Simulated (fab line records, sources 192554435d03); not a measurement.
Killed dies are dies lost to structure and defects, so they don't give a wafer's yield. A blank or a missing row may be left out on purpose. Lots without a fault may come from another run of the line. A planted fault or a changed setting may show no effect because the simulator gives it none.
Problem report in the 8D (eight disciplines) form, filled by code | flow n5_finfet | the parts of the form that need people (team, actions taken, sign-off) are left out

1. THE PROBLEM
run_length_s at N5_BEOL_M2_CVD_47 reads a mean of 161.4 s on 4 wafers of 3 lots; wafers without a fault read 246.8 s with a standard deviation of 0.61. That is -99 or more standard deviations from the usual mean.
The step: deposits Co from CCTBA/H2, target thk 3 nm, time 223.8 s.
First seen on wafer L554.6, day 14 17:58, on cvd_co-01. The record holds 27 wafers of 10 lots with a number at this step. Rule for "out", or "out of limits": more than 4 standard deviations from the usual mean. The other wafers with a number count as sound.

2. WHAT IT IS AND WHAT IT IS NOT
question                    | is                             | is not
which readings at this step | run_length_s                   | -
which lots                  | L554, L556, L557               | L534, L535, L539, L541, L544, L545, L547
which wafers of those lots  | L554.6, L556.2, L556.6, L557.6 | L554.3, L557.5
read on which tools         | cvd_co-01                      | cvd_co-02
when                        | from day 14 17:58              | up to then (22 sound wafers); but 1 sound wafer of L557 came after

3. SUSPECTS, AND WHAT RULES EACH OUT
Counting: a tool at a process step up to the reading stays a suspect if it ran every lot that is out. Sound lots after the first of them don't rule it out here, since some wafers of a struck lot are sound.
- pvd_sputter-03 at N5_BEOL_M2_DEGAS_44 (time 60 s): kept. It ran every lot that is out, first L554 (day 14 17:19); its last sound lot up to then is L547 (day 13 14:30).
- cvd_co-01 at N5_BEOL_M2_CVD_47 (deposits Co from CCTBA/H2, target thk 3 nm, time 223.8 s): kept. It ran every lot that is out, first L554 (day 14 17:58); its last sound lot up to then is L545 (day 13 10:35). Its own readings are out on those wafers: run_length_s.
Left after counting: pvd_sputter-03 at N5_BEOL_M2_DEGAS_44, cvd_co-01 at N5_BEOL_M2_CVD_47.

4. THE CAUSE (what the simulator had put in)
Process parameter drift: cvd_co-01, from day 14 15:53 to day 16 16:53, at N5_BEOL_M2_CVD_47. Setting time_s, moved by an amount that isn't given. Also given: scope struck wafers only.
Counting left 2 suspects, and this tool is among them.

5. THE CHAIN OF EFFECTS, in route order
Each row: a reading whose mean over the struck wafers that have a number lies more than 3 standard deviations from the usual. Only readings for which the record gives a usual standard deviation are gone through. hours: the time from each lot's start at the first step in this table that gives one to its start at this step, as a median over the lots. sigmas: the change in usual standard deviations.
hours | step              | reading      | usual   | on struck wafers | change | sigmas
0     | N5_BEOL_M2_CVD_47 | run_length_s | 246.8 s | 161.4            | -85.4  | -99 or more
The process steps in it:
- N5_BEOL_M2_CVD_47: deposits Co from CCTBA/H2, target thk 3 nm, time 223.8 s.
Later measuring or inspecting steps at which every struck wafer that the step has a row for has a number for every such reading, and none has moved that far: N5_BEOL_M4_RC_MEAS_101.

6. WHAT WOULD HAVE CAUGHT IT SOONER
In this record the first reading out of limits was taken at day 14 17:58, 2 hours after the fault began at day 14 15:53.
